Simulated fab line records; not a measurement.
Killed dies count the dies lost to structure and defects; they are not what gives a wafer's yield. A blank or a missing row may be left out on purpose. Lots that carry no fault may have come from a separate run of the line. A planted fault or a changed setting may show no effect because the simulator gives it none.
Split-lot trial / flow n5-finfet / 21 wafers read from 7 lots, route of 1938 steps

THE SPLIT
At N5_BEOL_M0_TRENCH_ETCH_107 (etches SiOC in C4F6/O2, target depth 32.8 nm, time 16.4 s), the setting target-depth-a was moved away from the recipe's 328 angstrom on 7 of the 21 wafers read, by -11.3% to +8.9%. All remaining wafers had this setting at the recipe value.

BETWEEN THE SPLIT AND THE READING: the file shows 1 step in between
- N5_BEOL_M0_STRIP_142: strips in N2/H2, time 10 s

THE READING
trench-depth-nm, in nm, at N5_BEOL_M0_OCD_MEAS_108. Fault-free wafers of this fab line usually give 32.3 nm, standard deviation 0.46 nm.

wafer=L074.2; tool, chamber at the split=rie-diel-05, 3; target-depth-a as run, angstrom=328; against the recipe=recipe; trench-depth-nm, nm=31.5; against lot-mates on the recipe=-
wafer=L074.4; tool, chamber at the split=rie-diel-05, 2,3; target-depth-a as run, angstrom=328; against the recipe=recipe; trench-depth-nm, nm=32.1; against lot-mates on the recipe=-
wafer=L074.5; tool, chamber at the split=rie-diel-05, 2,3; target-depth-a as run, angstrom=328; against the recipe=recipe; trench-depth-nm, nm=31.9; against lot-mates on the recipe=-
wafer=L075.1; tool, chamber at the split=rie-diel-05, 3; target-depth-a as run, angstrom=328; against the recipe=recipe; trench-depth-nm, nm=32.0; against lot-mates on the recipe=-
wafer=L075.2; tool, chamber at the split=rie-diel-05, 2; target-depth-a as run, angstrom=328; against the recipe=recipe; trench-depth-nm, nm=32.0; against lot-mates on the recipe=-
wafer=L075.5; tool, chamber at the split=rie-diel-05, 0; target-depth-a as run, angstrom=328; against the recipe=recipe; trench-depth-nm, nm=31.9; against lot-mates on the recipe=-
wafer=L079.1; tool, chamber at the split=rie-diel-05, 0; target-depth-a as run, angstrom=328; against the recipe=recipe; trench-depth-nm, nm=31.4; against lot-mates on the recipe=-
wafer=L079.2; tool, chamber at the split=rie-diel-05, 3; target-depth-a as run, angstrom=328; against the recipe=recipe; trench-depth-nm, nm=32.2; against lot-mates on the recipe=-
wafer=L079.4; tool, chamber at the split=rie-diel-05, 1; target-depth-a as run, angstrom=328; against the recipe=recipe; trench-depth-nm, nm=33.0; against lot-mates on the recipe=-
wafer=L088.1; tool, chamber at the split=rie-diel-05, 2; target-depth-a as run, angstrom=357.1; against the recipe=+8.9%; trench-depth-nm, nm=35.0; against lot-mates on the recipe=+2.4
wafer=L088.2; tool, chamber at the split=rie-diel-05, 0; target-depth-a as run, angstrom=328; against the recipe=recipe; trench-depth-nm, nm=32.6; against lot-mates on the recipe=-
wafer=L088.6; tool, chamber at the split=rie-diel-05, 2; target-depth-a as run, angstrom=357.1; against the recipe=+8.9%; trench-depth-nm, nm=35.3; against lot-mates on the recipe=+2.7
wafer=L091.1; tool, chamber at the split=rie-diel-05, 0; target-depth-a as run, angstrom=338.6; against the recipe=+3.2%; trench-depth-nm, nm=33.3; against lot-mates on the recipe=+0.8
wafer=L091.5; tool, chamber at the split=rie-diel-05, 0; target-depth-a as run, angstrom=338.6; against the recipe=+3.2%; trench-depth-nm, nm=33.1; against lot-mates on the recipe=+0.6
wafer=L091.6; tool, chamber at the split=rie-diel-05, 3; target-depth-a as run, angstrom=328; against the recipe=recipe; trench-depth-nm, nm=32.5; against lot-mates on the recipe=-
wafer=L093.2; tool, chamber at the split=rie-diel-01, 2; target-depth-a as run, angstrom=328; against the recipe=recipe; trench-depth-nm, nm=32.3; against lot-mates on the recipe=-
wafer=L093.3; tool, chamber at the split=rie-diel-01, 3; target-depth-a as run, angstrom=291; against the recipe=-11.3%; trench-depth-nm, nm=29.0; against lot-mates on the recipe=-3.3
wafer=L093.5; tool, chamber at the split=rie-diel-01, 2; target-depth-a as run, angstrom=291; against the recipe=-11.3%; trench-depth-nm, nm=29.4; against lot-mates on the recipe=-2.9
wafer=L094.1; tool, chamber at the split=rie-diel-05, 3; target-depth-a as run, angstrom=328; against the recipe=recipe; trench-depth-nm, nm=32.3; against lot-mates on the recipe=-
wafer=L094.2; tool, chamber at the split=rie-diel-05, 0; target-depth-a as run, angstrom=328; against the recipe=recipe; trench-depth-nm, nm=32.1; against lot-mates on the recipe=-
wafer=L094.5; tool, chamber at the split=rie-diel-05, 2; target-depth-a as run, angstrom=301; against the recipe=-8.2%; trench-depth-nm, nm=29.7; against lot-mates on the recipe=-2.5
If several chambers appear in one row, that row covers several wafers at once and the file leaves open which wafer was in which chamber.

FIT RESULTS
A straight line over all 21 wafers: trench-depth-nm changes by +0.294 nm for each +1% of target-depth-a; r = +0.97; the points scatter about the line by 0.39 nm.
The same after taking each lot's own level away (the mean of its wafers on the recipe; 21 wafers): +0.28 nm for each +1%; r = +0.98; scatter 0.31 nm.
On that fit, the largest move of target-depth-a shifts the reading by 3.2 nm.
The span of the lots' own levels, 31.83 to 32.60 nm, comes to 1.7 times the standard deviation stated above.
So the lot-to-lot level changes the slope little: the two slopes agree.
Check: for one of the wafers moved furthest among these (-11.3%), held out of the fit, the line's prediction against its lot-mates is -3.13 nm. It came out at -3.3 nm against them.

ADDITIONAL SPLITS CARRIED BY THESE WAFERS
Note: prior to the reading, these wafers also went through further splits. Each is held against what the fit with the lots' levels taken away leaves over:
other split on the same wafers=N5_MOL_CONTACT_COAG_ETCH_106 source-w; wafers away from the commonest value=10; r with trench-depth-nm (lot level and that fit taken away)=+0.42
other split on the same wafers=N5_MOL_CONTACT_COAG_ETCH_15 source-w; wafers away from the commonest value=10; r with trench-depth-nm (lot level and that fit taken away)=-0.18
other split on the same wafers=N5_MOL_CONTACT_COAG_ALD_27 time-s; wafers away from the commonest value=8; r with trench-depth-nm (lot level and that fit taken away)=-0.29
other split on the same wafers=N5_MOL_CONTACT_COAG_PECVD_31 temp-c; wafers away from the commonest value=6; r with trench-depth-nm (lot level and that fit taken away)=-0.42
other split on the same wafers=N5_BEOL_M0_SAQP_COAT_08 spin-rpm; wafers away from the commonest value=8; r with trench-depth-nm (lot level and that fit taken away)=+0.34

THE WHOLE CHAIN: every reading that the file lists as answering this split, in the file's order
step=N5_BEOL_M0_TRENCH_ETCH_107; what it does=etches SiOC in C4F6/O2, target depth 32.8 nm, time 16.4 s; reading=BEOL_M0.feature-depth-nm (the simulator's own value, which no gauge read); change (the file's fit)=+0.337 nm for each +1% of the setting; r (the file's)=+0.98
step=N5_BEOL_M0_OCD_MEAS_108; what it does=; reading=trench-depth-nm; change (the file's fit)=+0.283 nm for each +1% of the setting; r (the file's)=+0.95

THE FILE'S OWN FIT
trench-depth-nm changes by +0.283 nm for each +1% of target-depth-a, r = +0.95.
